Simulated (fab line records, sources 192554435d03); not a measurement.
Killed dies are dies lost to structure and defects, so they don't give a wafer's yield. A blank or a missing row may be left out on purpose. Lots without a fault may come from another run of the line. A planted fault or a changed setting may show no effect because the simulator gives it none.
Which tool did it? | flow n5_finfet | 24 lots, 72 wafers sampled, at 6 steps of a route of 1938

WHAT THE GAUGES READ, wafer by wafer
N5_BEOL_M6_CD_MEAS_35: target cd 40 nm, target cd y 28 nm. Usual: cd_nm 40.1 nm, standard deviation 0.49.
lot  | measured     | on        | cd_nm (nm)     | flag
L074 | day 8 14:07  | cd_sem-03 | 40.1 39.7 39.7 |
L075 | day 9 02:03  | cd_sem-03 | 39.6 40.3 39.5 |
L076 | day 9 04:22  | cd_sem-01 | 39.2 39.5 39.6 |
L077 | day 9 12:25  | cd_sem-02 | 39.8 39.9 39.8 |
L078 | day 9 15:35  | cd_sem-03 | 40.5 40.1 40.1 |
L079 | day 9 21:38  | cd_sem-03 | 40.1 39.6 39.2 |
L080 | day 10 05:05 | cd_sem-02 | 39.8 40.5 40.4 |
L082 | day 10 13:56 | cd_sem-01 | 40.6 39.6 39.7 |
L081 | day 10 15:41 | cd_sem-03 | 39.9 40.1 39.8 |
L083 | day 10 15:49 | cd_sem-01 | 40.3 40.4 40.7 |
L084 | day 10 18:41 | cd_sem-03 | 39.7 40.4 40.9 |
L085 | day 11 10:20 | cd_sem-02 | 39.8 40.6 40.4 |
L086 | day 11 18:29 | cd_sem-02 | 41.0 40.8 41.2 |
L088 | day 11 20:28 | cd_sem-02 | 41.2 40.9 40.8 |
L087 | day 11 21:07 | cd_sem-03 | 40.6 39.9 40.0 |
L089 | day 12 17:02 | cd_sem-01 | 40.0 40.4 40.2 |
L090 | day 13 02:32 | cd_sem-02 | 39.2 40.5 40.1 |
L091 | day 13 02:35 | cd_sem-03 | 39.8 40.4 39.8 |
L092 | day 13 05:40 | cd_sem-03 | 39.5 39.7 39.7 |
L093 | day 13 06:11 | cd_sem-01 | 40.3 40.8 40.0 |
L094 | day 13 17:14 | cd_sem-01 | 40.7 40.2 40.4 |
L095 | day 13 19:23 | cd_sem-02 | 40.1 40.5 40.4 |
L097 | day 14 08:32 | cd_sem-01 | 39.5 40.9 39.9 |
L096 | day 14 11:53 | cd_sem-01 | 38.9 39.9 39.3 |

N5_BEOL_M7_CD_MEAS_35: target cd 40 nm. Usual: cd_nm 39.9 nm, standard deviation 0.48.
lot  | measured     | on        | cd_nm (nm)     | flag
L074 | day 8 21:15  | cd_sem-02 | 39.8 39.7 39.8 |
L075 | day 9 11:32  | cd_sem-01 | 39.9 39.7 39.3 |
L076 | day 9 13:01  | cd_sem-02 | 39.9 40.0 39.4 |
L077 | day 9 21:41  | cd_sem-02 | 40.7 39.5 39.6 |
L078 | day 9 23:16  | cd_sem-01 | 40.1 39.2 39.1 |
L079 | day 10 06:10 | cd_sem-02 | 38.9 39.1 39.9 |
L080 | day 10 10:46 | cd_sem-01 | 40.1 40.1 40.1 |
L082 | day 10 20:37 | cd_sem-02 | 39.1 39.9 39.9 |
L081 | day 10 23:18 | cd_sem-02 | 40.1 40.1 39.9 |
L083 | day 10 23:28 | cd_sem-03 | 40.1 40.4 40.4 |
L084 | day 11 04:34 | cd_sem-03 | 40.3 40.6 40.4 |
L085 | day 11 19:35 | cd_sem-02 | 40.2 40.3 40.7 |
L086 | day 12 02:41 | cd_sem-01 | 39.9 39.5 39.9 |
L088 | day 12 02:39 | cd_sem-03 | 39.5 39.1 40.1 |
L087 | day 12 04:35 | cd_sem-01 | 39.5 39.4 38.7 |
L089 | day 13 02:29 | cd_sem-02 | 40.1 40.0 40.6 |
L090 | day 13 08:09 | cd_sem-03 | 40.1 40.2 40.6 |
L091 | day 13 10:10 | cd_sem-01 | 40.7 40.3 39.9 |
L092 | day 13 14:38 | cd_sem-01 | 39.3 39.9 39.3 |
L093 | day 13 14:13 | cd_sem-03 | 40.5 40.5 39.8 |
L094 | day 14 02:23 | cd_sem-02 | 39.5 39.8 39.8 |
L095 | day 14 02:26 | cd_sem-01 | 39.7 39.8 40.6 |
L097 | day 14 17:09 | cd_sem-03 | 39.9 39.5 39.8 |
L096 | day 14 21:10 | cd_sem-02 | 40.1 39.7 39.8 |

WHICH TOOL RAN EACH LOT (tool, then ch and the chambers of the sampled wafers, then the start)
lot  | N5_BEOL_M6_STRIP_80                           | N5_BEOL_M6_SPUTTER_48        | N5_BEOL_M6_CMP_52             | N5_BEOL_M7_ETCH_65
L074 | rie_diel-04 ch 0,3, day 8 14:07 or earlier    | pvd_sputter-03, day 8 15:23  | cmp-01 ch 0,1, day 8 15:56    | rie_diel-06 ch 0,3, day 8 20:43
L075 | rie_diel-01 ch 1,2,3, day 9 02:03 or earlier  | pvd_sputter-01, day 9 03:47  | cmp-01 ch 0,1,3, day 9 04:23  | rie_diel-05 ch 0,2,3, day 9 11:01
L076 | rie_diel-04 ch 2,3, day 9 04:22 or earlier    | pvd_sputter-03, day 9 08:07  | cmp-03 ch 0,1,2, day 9 08:44  | rie_diel-03 ch 0,2,3, day 9 12:29
L077 | rie_diel-02 ch 1,3, day 9 12:25 or earlier    | pvd_sputter-03, day 9 15:32  | cmp-03 ch 0,2,3, day 9 16:08  | rie_diel-06 ch 0,2,3, day 9 21:09
L078 | rie_diel-02 ch 0,2, day 9 15:35 or earlier    | pvd_sputter-02, day 9 17:08  | cmp-04 ch 1,2, day 9 17:40    | rie_diel-06 ch 0,1, day 9 22:44
L079 | rie_diel-01 ch 0,1, day 9 21:38 or earlier    | pvd_sputter-01, day 9 23:20  | cmp-03 ch 0,1, day 9 23:53    | rie_diel-05 ch 0,1,3, day 10 05:39
L080 | rie_diel-01 ch 0,2,3, day 10 05:05 or earlier | pvd_sputter-03, day 10 06:01 | cmp-01 ch 1,2,3, day 10 06:34 | rie_diel-03 ch 0,1,2, day 10 10:14
L082 | rie_diel-01 ch 1,3, day 10 13:56 or earlier   | pvd_sputter-02, day 10 15:37 | cmp-03 ch 2,3, day 10 16:15   | rie_diel-05 ch 0,3, day 10 20:05
L081 | rie_diel-02 ch 1,2, day 10 15:41 or earlier   | pvd_sputter-02, day 10 17:56 | cmp-01 ch 0,1, day 10 18:26   | rie_diel-03 ch 0,2, day 10 22:46
L083 | rie_diel-01 ch 0,3, day 10 15:49 or earlier   | pvd_sputter-02, day 10 18:46 | cmp-04 ch 1,2,3, day 10 19:32 | rie_diel-06 ch 0,2,3, day 10 22:56
L084 | rie_diel-04 ch 0,2, day 10 18:41 or earlier   | pvd_sputter-01, day 10 20:11 | cmp-01 ch 0,2,3, day 10 21:35 | rie_diel-06 ch 0,1,3, day 11 04:01
L085 | rie_diel-01 ch 1,2,3, day 11 10:20 or earlier | pvd_sputter-03, day 11 14:50 | cmp-03 ch 0,1,3, day 11 15:20 | rie_diel-06 ch 0,1,3, day 11 19:02
L086 | rie_diel-01 ch 0,2,3, day 11 18:29 or earlier | pvd_sputter-03, day 11 19:38 | cmp-01 ch 0,1,3, day 11 20:08 | rie_diel-05 ch 0,1,2, day 12 02:10
L088 | rie_diel-02 ch 0,2,3, day 11 20:28 or earlier | pvd_sputter-01, day 11 22:30 | cmp-03 ch 1,2,3, day 11 23:03 | rie_diel-03 ch 0,2,3, day 12 02:07
L087 | rie_diel-02 ch 1,2,3, day 11 21:07 or earlier | pvd_sputter-01, day 11 23:28 | cmp-01 ch 0,1,2, day 12 00:05 | rie_diel-03 ch 1,2, day 12 04:02
L089 | rie_diel-04 ch 1,2, day 12 17:02 or earlier   | pvd_sputter-01, day 12 19:14 | cmp-01 ch 0,2,3, day 12 20:04 | rie_diel-06 ch 1,2, day 13 01:57
L090 | rie_diel-02 ch 0,1, day 13 02:32 or earlier   | pvd_sputter-02, day 13 03:43 | cmp-04 ch 1,3, day 13 04:50   | rie_diel-03 ch 0,2,3, day 13 07:37
L091 | rie_diel-04 ch 0,1,2, day 13 02:35 or earlier | pvd_sputter-03, day 13 03:48 | cmp-03 ch 0,3, day 13 05:18   | rie_diel-03 ch 0,2, day 13 09:37
L092 | rie_diel-01 ch 0,3, day 13 05:40 or earlier   | pvd_sputter-01, day 13 06:49 | cmp-04 ch 2,3, day 13 07:50   | rie_diel-06 ch 1,2, day 13 14:06
L093 | rie_diel-02 ch 0,1,3, day 13 06:11 or earlier | pvd_sputter-01, day 13 07:31 | cmp-01 ch 0,3, day 13 08:57   | rie_diel-03 ch 1,2,3, day 13 13:41
L094 | rie_diel-04 ch 1,2,3, day 13 17:14 or earlier | pvd_sputter-01, day 13 20:22 | cmp-01 ch 0,1,3, day 13 21:05 | rie_diel-05 ch 0,1,2, day 14 01:51
L095 | rie_diel-04 ch 1,2, day 13 19:23 or earlier   | pvd_sputter-03, day 13 21:15 | cmp-04 ch 0,2, day 13 21:46   | rie_diel-06 ch 1,2,3, day 14 01:53
L097 | rie_diel-02 ch 0,3, day 14 08:32 or earlier   | pvd_sputter-01, day 14 11:14 | cmp-03 ch 0,1,3, day 14 12:05 | rie_diel-03 ch 0,1,3, day 14 16:31
L096 | rie_diel-01 ch 1,3, day 14 11:53 or earlier   | pvd_sputter-01, day 14 14:41 | cmp-01 ch 1,3, day 14 15:25   | rie_diel-03 ch 1,3, day 14 20:38
- N5_BEOL_M6_STRIP_80: strips in N2/H2, time 10 s.
- N5_BEOL_M6_SPUTTER_48: material Cu, target thk 10 nm, time 1.667 s.
- N5_BEOL_M6_CMP_52: polishes, stops on SiCOH lowk, t overpolish 6.9 s, target thk 80 nm.
- N5_BEOL_M7_ETCH_65: etches SiARC in CF4, target depth 15.6 nm, time 26 s.

WHAT THE TOOLS THEMSELVES READ (means of the sampled wafers that have a number; where no wafer has one, the mark that the record gives instead)
N5_BEOL_M6_STRIP_80. Usual: drypump_motor_current_A 5.5 A, standard deviation 0.44; oes_product_au 0.81 a.u., standard deviation 0.081; rf_vpp_V 59.0 V, standard deviation 0.97; showerhead_plenum_p_Torr 2.54 Torr, standard deviation 0.084; throttle_valve_pct 23.7 %, standard deviation 0.38.
lot  | tool        | drypump_motor_current_A (A) | oes_product_au (a.u.) | rf_vpp_V (V) | showerhead_plenum_p_Torr (Torr) | throttle_valve_pct (%) | flag
L074 | rie_diel-04 | 5.5                         | 0.87                  | 60.0         | 2.58                            | 23.8                   |
L075 | rie_diel-01 | 6.0                         | 0.83                  | 60.0         | 2.60                            | 23.7                   |
L076 | rie_diel-04 | 5.6                         | 0.87                  | 58.6         | 2.59                            | 24.1                   |
L077 | rie_diel-02 | 5.2                         | 0.84                  | 58.5         | 2.50                            | 23.3                   |
L078 | rie_diel-02 | 5.4                         | 0.73                  | 59.0         | 2.48                            | 23.8                   |
L079 | rie_diel-01 | 6.0                         | 0.89                  | 58.7         | 2.54                            | 23.5                   |
L080 | rie_diel-01 | 5.9                         | 0.88                  | 59.6         | 2.65                            | 23.5                   |
L082 | rie_diel-01 | 6.2                         | 0.78                  | 58.9         | 2.59                            | 24.1                   |
L081 | rie_diel-02 | 5.1                         | 0.77                  | 58.8         | 2.44                            | 23.7                   |
L083 | rie_diel-01 | 6.1                         | 0.83                  | 58.8         | 2.64                            | 24.0                   |
L084 | rie_diel-04 | 5.6                         | 0.88                  | 58.9         | 2.58                            | 24.0                   |
L085 | rie_diel-01 | 6.0                         | 0.80                  | 59.3         | 2.59                            | 23.7                   |
L086 | rie_diel-01 | 5.9                         | 0.86                  | 59.3         | 2.64                            | 23.6                   |
L088 | rie_diel-02 | 5.2                         | 0.72                  | 59.9         | 2.48                            | 23.8                   |
L087 | rie_diel-02 | 5.1                         | 0.76                  | 58.8         | 2.47                            | 23.7                   |
L089 | rie_diel-04 | 5.3                         | 0.89                  | 58.3         | 2.55                            | 24.0                   |
L090 | rie_diel-02 | 5.5                         | 0.76                  | 59.0         | 2.49                            | 23.5                   |
L091 | rie_diel-04 | 5.3                         | 0.87                  | 58.5         | 2.55                            | 23.8                   |
L092 | rie_diel-01 | 6.0                         | 0.85                  | 60.4         | 2.60                            | 23.7                   |
L093 | rie_diel-02 | 5.3                         | 0.76                  | 58.8         | 2.50                            | 23.6                   |
L094 | rie_diel-04 | 5.3                         | 0.84                  | 59.1         | 2.54                            | 23.8                   |
L095 | rie_diel-04 | 5.1                         | 0.90                  | 59.0         | 2.51                            | 23.6                   |
L097 | rie_diel-02 | 5.1                         | 0.71                  | 58.6         | 2.51                            | 23.8                   |
L096 | rie_diel-01 | 6.2                         | 0.75                  | 58.4         | 2.57                            | 24.2                   |

N5_BEOL_M6_SPUTTER_48. Usual: bias_v 60.0 V, standard deviation 0.65; throttle_valve_pct 29.5 %, standard deviation 0.95.
lot  | tool           | bias_v (V) | throttle_valve_pct (%) | flag
L074 | pvd_sputter-03 | 60.6       | 29.6                   |
L075 | pvd_sputter-01 | 59.6       | 28.7                   |
L076 | pvd_sputter-03 | 59.8       | 29.2                   |
L077 | pvd_sputter-03 | 59.7       | 29.7                   |
L078 | pvd_sputter-02 | 59.7       | 29.5                   |
L079 | pvd_sputter-01 | 59.5       | 29.5                   |
L080 | pvd_sputter-03 | 60.1       | 29.6                   |
L082 | pvd_sputter-02 | 59.7       | 29.7                   |
L081 | pvd_sputter-02 | 60.7       | 29.5                   |
L083 | pvd_sputter-02 | 59.9       | 29.6                   |
L084 | pvd_sputter-01 | 60.1       | 29.8                   |
L085 | pvd_sputter-03 | 59.6       | 29.2                   |
L086 | pvd_sputter-03 | 60.7       | 29.7                   |
L088 | pvd_sputter-01 | 60.0       | 29.4                   |
L087 | pvd_sputter-01 | 60.3       | 30.0                   |
L089 | pvd_sputter-01 | 60.4       | 30.1                   |
L090 | pvd_sputter-02 | 60.4       | 29.0                   |
L091 | pvd_sputter-03 | 59.6       | 29.4                   |
L092 | pvd_sputter-01 | 60.4       | 30.0                   |
L093 | pvd_sputter-01 | 59.6       | 30.2                   |
L094 | pvd_sputter-01 | 60.0       | 30.1                   |
L095 | pvd_sputter-03 | 59.7       | 29.6                   |
L097 | pvd_sputter-01 | 59.5       | 28.5                   |
L096 | pvd_sputter-01 | 60.6       | 29.6                   |

N5_BEOL_M6_CMP_52. Usual: barrier_field_endpoint_s 29.1 s, standard deviation 0.58; motor_current_A 6.4 A, standard deviation 0.65; overpolish_run_s 6.900 s, standard deviation 0.0098; retaining_ring_pressure_frac 1.000, standard deviation 0.0046; time_to_endpoint_s 61.9 s, standard deviation 2.6.
lot  | tool   | barrier_field_endpoint_s (s) | motor_current_A (A) | overpolish_run_s (s) | retaining_ring_pressure_frac | time_to_endpoint_s (s) | flag
L074 | cmp-01 | 30.0                         | 6.2                 | 6.900                | 1.001                        | 63.5                   |
L075 | cmp-01 | 29.7                         | 6.0                 | 6.895                | 0.996                        | 65.6                   |
L076 | cmp-03 | 29.0                         | 6.2                 | 6.905                | 1.006                        | 61.0                   |
L077 | cmp-03 | 29.5                         | 6.2                 | 6.905                | 0.999                        | 59.9                   |
L078 | cmp-04 | 29.0                         | 6.5                 | 6.896                | 0.999                        | 63.6                   |
L079 | cmp-03 | 28.9                         | 6.9                 | 6.906                | 1.000                        | 57.5                   |
L080 | cmp-01 | 29.4                         | 6.2                 | 6.896                | 1.004                        | 64.4                   |
L082 | cmp-03 | 29.1                         | 5.8                 | 6.902                | 1.002                        | 61.8                   |
L081 | cmp-01 | 28.6                         | 6.3                 | 6.908                | 0.997                        | 62.6                   |
L083 | cmp-04 | 29.0                         | 6.1                 | 6.908                | 0.999                        | 65.8                   |
L084 | cmp-01 | 29.3                         | 6.7                 | 6.903                | 0.998                        | 62.1                   |
L085 | cmp-03 | 28.2                         | 6.5                 | 6.899                | 1.002                        | 59.3                   |
L086 | cmp-01 | 28.9                         | 5.9                 | 6.900                | 0.996                        | 58.5                   |
L088 | cmp-03 | 28.6                         | 6.1                 | 6.897                | 0.999                        | 61.1                   |
L087 | cmp-01 | 29.4                         | 6.7                 | 6.913                | 1.002                        | 64.0                   |
L089 | cmp-01 | 28.7                         | 6.8                 | 6.892                | 0.997                        | 61.0                   |
L090 | cmp-04 | 29.4                         | 6.3                 | 6.892                | 1.000                        | 61.1                   |
L091 | cmp-03 | 29.5                         | 6.7                 | 6.906                | 1.005                        | 62.3                   |
L092 | cmp-04 | 29.8                         | 6.2                 | 6.898                | 0.997                        | 60.9                   |
L093 | cmp-01 | 28.9                         | 6.4                 | 6.890                | 1.000                        | 61.6                   |
L094 | cmp-01 | 28.5                         | 6.4                 | 6.891                | 0.998                        | 57.8                   |
L095 | cmp-04 | 28.9                         | 6.3                 | 6.901                | 0.999                        | 62.9                   |
L097 | cmp-03 | 29.6                         | 6.5                 | 6.895                | 1.001                        | 62.5                   |
L096 | cmp-01 | 28.7                         | 5.7                 | 6.900                | 0.997                        | 62.1                   |

N5_BEOL_M7_ETCH_65. Usual: drypump_motor_current_A 5.4 A, standard deviation 0.5; etch_rf_on_time_s 26.3 s, standard deviation 0.42; oes_product_au 0.67 a.u., standard deviation 0.073; rf_vpp_V 184.1 V, standard deviation 1.2; showerhead_plenum_p_Torr 2.15 Torr, standard deviation 0.059; throttle_valve_pct 15.62 %, standard deviation 0.25.
lot  | tool        | drypump_motor_current_A (A) | etch_rf_on_time_s (s) | oes_product_au (a.u.) | rf_vpp_V (V) | showerhead_plenum_p_Torr (Torr) | throttle_valve_pct (%) | flag
L074 | rie_diel-06 | 5.9                         | 25.7                  | 0.69                  | 183.8        | 2.10                            | 15.67                  |
L075 | rie_diel-05 | 5.6                         | 26.1                  | 0.62                  | 184.7        | 2.16                            | 15.67                  |
L076 | rie_diel-03 | 5.1                         | 26.2                  | 0.71                  | 183.7        | 2.16                            | 15.40                  |
L077 | rie_diel-06 | 6.0                         | 26.0                  | 0.67                  | 183.6        | 2.10                            | 15.73                  |
L078 | rie_diel-06 | 5.4                         | 26.3                  | 0.70                  | 183.4        | 2.14                            | 15.72                  |
L079 | rie_diel-05 | 5.4                         | 26.2                  | 0.69                  | 185.5        | 2.21                            | 15.57                  |
L080 | rie_diel-03 | 5.1                         | 26.6                  | 0.66                  | 184.7        | 2.17                            | 15.49                  |
L082 | rie_diel-05 | 5.4                         | 26.4                  | 0.62                  | 184.5        | 2.19                            | 15.60                  |
L081 | rie_diel-03 | 5.0                         | 26.2                  | 0.72                  | 183.6        | 2.14                            | 15.28                  |
L083 | rie_diel-06 | 6.0                         | 25.9                  | 0.67                  | 182.6        | 2.10                            | 15.75                  |
L084 | rie_diel-06 | 5.8                         | 25.9                  | 0.69                  | 183.4        | 2.13                            | 15.65                  |
L085 | rie_diel-06 | 5.9                         | 25.9                  | 0.69                  | 182.9        | 2.13                            | 15.66                  |
L086 | rie_diel-05 | 5.6                         | 26.0                  | 0.73                  | 184.2        | 2.17                            | 15.53                  |
L088 | rie_diel-03 | 5.1                         | 26.2                  | 0.68                  | 183.8        | 2.15                            | 15.44                  |
L087 | rie_diel-03 | 4.9                         | 26.6                  | 0.70                  | 184.2        | 2.13                            | 15.32                  |
L089 | rie_diel-06 | 5.6                         | 26.5                  | 0.64                  | 185.1        | 2.10                            | 15.91                  |
L090 | rie_diel-03 | 5.1                         | 26.1                  | 0.67                  | 183.9        | 2.15                            | 15.47                  |
L091 | rie_diel-03 | 5.0                         | 26.4                  | 0.69                  | 183.7        | 2.13                            | 15.31                  |
L092 | rie_diel-06 | 5.4                         | 26.1                  | 0.67                  | 184.4        | 2.13                            | 15.83                  |
L093 | rie_diel-03 | 5.0                         | 26.3                  | 0.67                  | 184.5        | 2.15                            | 15.48                  |
L094 | rie_diel-05 | 5.6                         | 25.9                  | 0.71                  | 184.5        | 2.17                            | 15.57                  |
L095 | rie_diel-06 | 5.9                         | 26.1                  | 0.66                  | 184.2        | 2.13                            | 15.75                  |
L097 | rie_diel-03 | 5.2                         | 26.7                  | 0.61                  | 184.9        | 2.18                            | 15.69                  |
L096 | rie_diel-03 | 5.1                         | 26.6                  | 0.64                  | 184.6        | 2.17                            | 15.64                  |

THE ANSWER, worked out from the rows above alone
Rule: a lot is off if the mean of its wafers that have a number lies more than 3 standard deviations from the usual mean. A lot without any number at a reading at which 4 lots or more have one is off too. The other lots that the step has rows for count as sound. The gauges are gone through in route order, then the tools' own readings, and for those a lot's mean is taken as printed above. The first step at which some lot is off is used, and at that step the reading that is off furthest; a lot without a number counts as furthest.
No lot is off at any reading shown: from this, nothing can be told.

WHAT THE SIMULATOR HAD PUT IN
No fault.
